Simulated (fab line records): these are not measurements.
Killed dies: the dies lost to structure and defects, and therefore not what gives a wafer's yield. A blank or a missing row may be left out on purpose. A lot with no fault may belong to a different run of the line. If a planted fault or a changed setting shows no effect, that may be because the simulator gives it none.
Split-lot study ; flow n5_finfet ; 39 wafers read from 7 lots, route of 1938 steps

ABOUT THE SPLIT
At N5_FIN_CUT_ETCH_21 (etches SOC in N2/H2, target depth 219 nm, overetch 43.8 nm, time 523.5 s), the setting time_s was moved away from the recipe's 523.5 s on 15 of the 39 wafers read, by -20.1% to +22.6%. This setting was run at the recipe's value on the other wafers.

The reading comes from the split's own step.

THE READING
SiARC_of_FIN_CUT_COAT_19.thk_nm (the simulator's own value, which no gauge read), in nm, at N5_FIN_CUT_ETCH_21 (etches SOC in N2/H2, target depth 219 nm, overetch 43.8 nm, time 523.5 s). The file does not state a usual value for it. The 24 wafers here that ran the recipe average 11.9 nm, standard deviation 0.24 nm.

wafer;tool, chamber at the split;time_s as run, s;against the recipe;SiARC_of_FIN_CUT_COAT_19.thk_nm, nm;against lot-mates on the recipe
L078.1;rie_diel-02, 3,2;443.9;-15.2%;13;+1.3
L078.6;rie_diel-02, 3,2;443.9;-15.2%;13;+1.3
L078.2;rie_diel-02, 2,0;523.5;recipe;11.8;-
L078.4;rie_diel-02, 2,0;523.5;recipe;11.8;-
L078.3;rie_diel-02, 1;443.9;-15.2%;12.8;+1.1
L078.5;rie_diel-02, 1;523.5;recipe;11.6;-
L081.1;rie_diel-02, 0,2;431.4;-17.6%;13.4;+1.3
L081.4;rie_diel-02, 0,2;431.4;-17.6%;13.4;+1.3
L081.2;rie_diel-02, 1;431.4;-17.6%;13.2;+1.1
L081.3;rie_diel-02, 3,0;523.5;recipe;12;-
L081.6;rie_diel-02, 3,0;523.5;recipe;12;-
L081.5;rie_diel-02, 3;523.5;recipe;12.2;-
L086.1;rie_diel-01, 3;418.5;-20.1%;13.8;+1.5
L086.2;rie_diel-01, 1,0;418.5;-20.1%;13.6;+1.3
L086.4;rie_diel-01, 1,0;418.5;-20.1%;13.6;+1.3
L086.3;rie_diel-01, 2,0;523.5;recipe;12.2;-
L086.6;rie_diel-01, 2,0;523.5;recipe;12.2;-
L086.5;rie_diel-01, 3;523.5;recipe;12.4;-
L088.1;rie_diel-02, 0,3;523.5;recipe;12;-
L088.3;rie_diel-02, 0,3;523.5;recipe;12;-
L088.4;rie_diel-02, 2;523.5;recipe;11.8;-
L089.1;rie_diel-02, 1;523.5;recipe;11.4;-
L089.5;rie_diel-02, 1;523.5;recipe;11.4;-
L089.2;rie_diel-02, 2,0,3,0;523.5;recipe;11.8;-
L089.3;rie_diel-02, 2,0,3,0;523.5;recipe;11.8;-
L089.4;rie_diel-02, 2,0,3,0;523.5;recipe;11.8;-
L089.6;rie_diel-02, 2,0,3,0;523.5;recipe;11.8;-
L093.1;rie_diel-06, 2,1,2;523.5;recipe;11.8;-
L093.3;rie_diel-06, 2,1,2;523.5;recipe;11.8;-
L093.6;rie_diel-06, 2,1,2;523.5;recipe;11.8;-
L093.2;rie_diel-06, 3,1;467.1;-10.8%;12.6;+0.8
L093.5;rie_diel-06, 3,1;467.1;-10.8%;12.6;+0.8
L093.4;rie_diel-06, 0;467.1;-10.8%;12.8;+1.0
L097.1;rie_diel-02, 0;641.7;+22.6%;10;-1.7
L097.5;rie_diel-02, 0;641.7;+22.6%;10;-1.7
L097.2;rie_diel-02, 2;523.5;recipe;12;-
L097.3;rie_diel-02, 3;641.7;+22.6%;10.2;-1.5
L097.4;rie_diel-02, 1;523.5;recipe;11.6;-
L097.6;rie_diel-02, 1;523.5;recipe;11.6;-
The file does not say which wafer passed through which chamber wherever a row lists several chambers: such a row stands for several wafers.

THE FIT
A straight line over all 39 wafers: SiARC_of_FIN_CUT_COAT_19.thk_nm changes by -0.0813 nm for each +1% of time_s; r = -0.97; the points scatter about the line by 0.22 nm.
The same after taking each lot's own level away (the mean of its wafers on the recipe; 39 wafers): -0.0736 nm for each +1%; r = -0.99; scatter 0.13 nm.
According to that fit, moving time_s by its largest amount changes the reading by 1.7 nm.
The lots' own levels span 11.67 to 12.27 nm, that is 2.5 times the standard deviation above.
In other words, the slope is changed by the lot-to-lot level; the two fits disagree.
Check: -1.64 nm against its lot-mates is what the line predicts for one of the wafers moved furthest among these (+22.6%) when that wafer is left out of the fit. It came out at -1.73 nm against them.

FILE'S OWN FIT
SiARC_of_FIN_CUT_COAT_19.thk_nm changes by -0.0737 nm for each +1% of time_s, r = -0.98.
